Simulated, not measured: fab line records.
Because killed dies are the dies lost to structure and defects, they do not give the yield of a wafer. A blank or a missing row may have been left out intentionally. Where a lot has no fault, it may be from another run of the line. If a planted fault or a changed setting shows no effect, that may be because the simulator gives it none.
What tool caused it?	flow n5_finfet	14 lots with 42 wafers sampled at 5 steps, on a route of 1938 steps

WHAT THE GAUGES READ, wafer by wafer
N5_DUMMY_GATE_CD_MEAS_24 targets a cd of 15 nm. Usual: cd_nm 15.0 nm, standard deviation 0.38.
lot	measured	on	cd_nm (nm)	flag
L387	day 2 23:24	cd_sem-02	14.6 15.2 15.5	
L388	day 3 03:46	cd_sem-03	15.3 14.6 14.8	
L389	day 3 13:35	cd_sem-01	14.5 15.0 14.5	
L390	day 3 17:32	cd_sem-01	14.9 14.8 14.9	
L391	day 4 00:11	cd_sem-01	15.2 14.8 14.6	
L392	day 4 05:05	cd_sem-02	15.0 15.6 14.8	
L393	day 4 10:48	cd_sem-01	14.9 15.4 14.9	
L394	day 4 17:40	cd_sem-03	15.2 15.3 14.9	
L397	day 5 11:13	cd_sem-03	14.5 14.7 14.5	
L404	day 7 03:36	cd_sem-03	15.2 15.6 14.6	
L406	day 7 19:52	cd_sem-03	14.8 15.0 15.2	
L407	day 7 23:20	cd_sem-03	14.3 14.4 14.6	
L409	day 8 09:52	cd_sem-03	15.1 14.5 15.1	
L410	day 8 21:43	cd_sem-02	15.8 15.0 15.5	

N5_SD_EPI_N_EPI_MEAS_23. Usual: thk_nm 59.0 nm, standard deviation 1.1.
lot	measured	on	thk_nm (nm)	flag
L387	day 3 04:56	film_metro-02	59.5 58.4 60.5	
L388	day 3 08:34	film_metro-02	57.8 59.2 56.5	
L389	day 3 19:06	film_metro-01	57.3 58.1 58.9	
L390	day 3 22:47	film_metro-01	59.3 57.2 57.7	
L391	day 4 06:00	film_metro-01	58.3 58.8 59.4	
L392	day 4 10:40	film_metro-02	59.2 58.1 59.3	
L393	day 4 17:55	film_metro-02	60.7 61.8 59.3	
L394	day 5 00:13	film_metro-02	52.5 52.1 55.2	OFF
L397	day 5 16:46	film_metro-02	53.0 53.4 52.0	OFF
L404	day 7 09:17	film_metro-01	59.0 60.9 58.2	
L406	day 8 01:23	film_metro-01	58.8 58.0 59.7	
L407	day 8 04:23	film_metro-01	58.4 57.8 60.0	
L409	day 8 14:43	film_metro-01	58.8 59.5 59.3	
L410	day 9 02:40	film_metro-02	58.5 57.7 62.7	

N5_SD_EPI_P_CD_MEAS_09 targets a cd of 240 nm. Usual: cd_nm 239.9 nm, standard deviation 0.84.
lot	measured	on	cd_nm (nm)	flag
L387	day 3 06:08	cd_sem-01	239.6 241.3 240.6	
L388	day 3 09:25	cd_sem-02	239.2 239.6 238.7	
L389	day 3 20:07	cd_sem-03	239.5 240.1 239.2	
L390	day 3 23:45	cd_sem-03	241.0 240.2 240.0	
L391	day 4 06:57	cd_sem-02	240.0 239.7 240.4	
L392	day 4 12:07	cd_sem-01	239.5 240.8 240.5	
L393	day 4 18:44	cd_sem-01	241.4 239.9 241.2	
L394	day 5 01:25	cd_sem-02	239.7 239.1 240.1	
L397	day 5 17:39	cd_sem-02	238.6 238.8 239.0	
L404	day 7 10:14	cd_sem-02	240.5 239.7 242.1	
L406	day 8 02:20	cd_sem-02	239.1 239.1 239.2	
L407	day 8 05:20	cd_sem-01	239.2 239.3 238.0	
L409	day 8 15:46	cd_sem-02	241.8 241.5 239.6	
L410	day 9 03:31	cd_sem-03	239.7 239.4 238.4	

WHAT TOOL EACH LOT RAN ON (gives the tool, then ch and the chambers of the sampled wafers, and finally the start)
lot	N5_SD_EPI_N_ETCH_35	N5_SD_EPI_N_PRECLEAN_48
L387	rie_diel-04 ch 1,2,3, day 3 00:53	epi_rpcvd-02 ch 0, day 3 01:56
L388	rie_diel-03 ch 0,1,2, day 3 05:14	epi_rpcvd-01 ch 0, day 3 06:17
L389	rie_diel-03 ch 0,1,2, day 3 15:04	epi_rpcvd-01 ch 0, day 3 16:06
L390	rie_diel-04 ch 0,3, day 3 18:52	epi_rpcvd-03 ch 0, day 3 19:59
L391	rie_diel-04 ch 1,3, day 4 01:58	epi_rpcvd-02 ch 0, day 4 03:05
L392	rie_diel-05 ch 1,2,3, day 4 06:35	epi_rpcvd-01 ch 0, day 4 07:40
L393	rie_diel-03 ch 0,1,3, day 4 12:50	epi_rpcvd-01 ch 0, day 4 14:14
L394	rie_diel-04 ch 0,1,2, day 4 20:10	epi_rpcvd-01 ch 0, day 4 21:22
L397	rie_diel-03 ch 0,1,3, day 5 12:44	epi_rpcvd-01 ch 0, day 5 13:46
L404	rie_diel-03 ch 1,2,3, day 7 05:59	epi_rpcvd-02 ch 0, day 7 07:02
L406	rie_diel-04 ch 2,3, day 7 21:20	epi_rpcvd-01 ch 0, day 7 22:23
L407	rie_diel-05 ch 2,3, day 8 01:04	epi_rpcvd-02 ch 0, day 8 02:08
L409	rie_diel-03 ch 0,1, day 8 11:25	epi_rpcvd-01 ch 0, day 8 12:28
L410	rie_diel-04 ch 1,2,3, day 8 23:22	epi_rpcvd-01 ch 0, day 9 00:24
- N5_SD_EPI_N_ETCH_35: etches SOC in N2/H2, overetch 108 nm, time 486 s.
- N5_SD_EPI_N_PRECLEAN_48: cleans in NF3:NH3, afs cycles 2, time 20 s, sublimation time 60 s.

AS READ BY THE TOOLS THEMSELVES (means over the sampled wafers that have a number; for cases with no such wafer, the mark the record gives instead)
N5_SD_EPI_N_ETCH_35. Usual: drypump_motor_current_A 6.0 A, standard deviation 0.44; h2_flow_sccm 200.0 sccm, standard deviation 0.56; oes_product_au 0.68 a.u., standard deviation 0.066; rf_vpp_V 240.5 V, standard deviation 1.3; showerhead_plenum_p_Torr 2.53 Torr, standard deviation 0.073; throttle_valve_pct 23.7 %, standard deviation 0.32.
lot	tool	drypump_motor_current_A (A)	h2_flow_sccm (sccm)	oes_product_au (a.u.)	rf_vpp_V (V)	showerhead_plenum_p_Torr (Torr)	throttle_valve_pct (%)	flag
L387	rie_diel-04	6.2	199.6	0.69	241.7	2.55	23.7	
L388	rie_diel-03	6.0	200.8	0.73	240.8	2.55	23.9	
L389	rie_diel-03	6.0	199.4	0.72	240.7	2.55	23.9	
L390	rie_diel-04	6.3	198.9	0.72	240.4	2.52	23.6	
L391	rie_diel-04	6.1	200.2	0.72	239.7	2.52	23.5	
L392	rie_diel-05	5.7	200.3	0.65	239.9	2.52	23.7	
L393	rie_diel-03	5.8	200.0	0.77	240.2	2.51	23.7	
L394	rie_diel-04	6.4	200.2	0.64	241.2	2.60	23.6	
L397	rie_diel-03	5.8	200.7	0.77	240.5	2.50	23.6	
L404	rie_diel-03	6.0	199.9	0.74	241.1	2.54	23.9	
L406	rie_diel-04	6.3	200.4	0.66	240.3	2.50	24.0	
L407	rie_diel-05	6.1	199.8	0.63	240.7	2.53	23.6	
L409	rie_diel-03	6.2	200.1	0.72	239.6	2.49	23.6	
L410	rie_diel-04	6.2	200.0	0.65	240.6	2.52	23.7	

N5_SD_EPI_N_PRECLEAN_48. Usual: sublimation_temp_c 180.00 C, standard deviation 0.17.
lot	tool	sublimation_temp_c (C)	flag
L387	epi_rpcvd-02	179.88	
L388	epi_rpcvd-01	179.98	
L389	epi_rpcvd-01	179.81	
L390	epi_rpcvd-03	179.88	
L391	epi_rpcvd-02	180.12	
L392	epi_rpcvd-01	180.20	
L393	epi_rpcvd-01	179.90	
L394	epi_rpcvd-01	180.02	
L397	epi_rpcvd-01	180.04	
L404	epi_rpcvd-02	180.09	
L406	epi_rpcvd-01	180.01	
L407	epi_rpcvd-02	179.83	
L409	epi_rpcvd-01	180.12	
L410	epi_rpcvd-01	179.92	

THE ANSWER, worked out from the rows above alone
Rule: lot off if the mean of its wafers having a number is beyond 3 standard deviations from the usual mean. A lot without any number at a reading at which 4 lots or more have one is off too. Any other lot the step has rows for is counted as sound. Order of review: gauges by route order, followed by the tools' own readings, for which a lot's mean as printed above is used. The first step at which some lot is off is used, and at that step the reading that is off furthest; a lot without a number counts as furthest.
Off: L394, L397, at N5_SD_EPI_N_EPI_MEAS_23 (thk_nm).
If a tool, at a process step before that reading, ran all the lots that are off and no sound lot after the first of them, it fits. The gauges at N5_SD_EPI_N_EPI_MEAS_23 are tried like those tools. Of those tried, none fits.

WHAT THE SIMULATOR HAD INSERTED
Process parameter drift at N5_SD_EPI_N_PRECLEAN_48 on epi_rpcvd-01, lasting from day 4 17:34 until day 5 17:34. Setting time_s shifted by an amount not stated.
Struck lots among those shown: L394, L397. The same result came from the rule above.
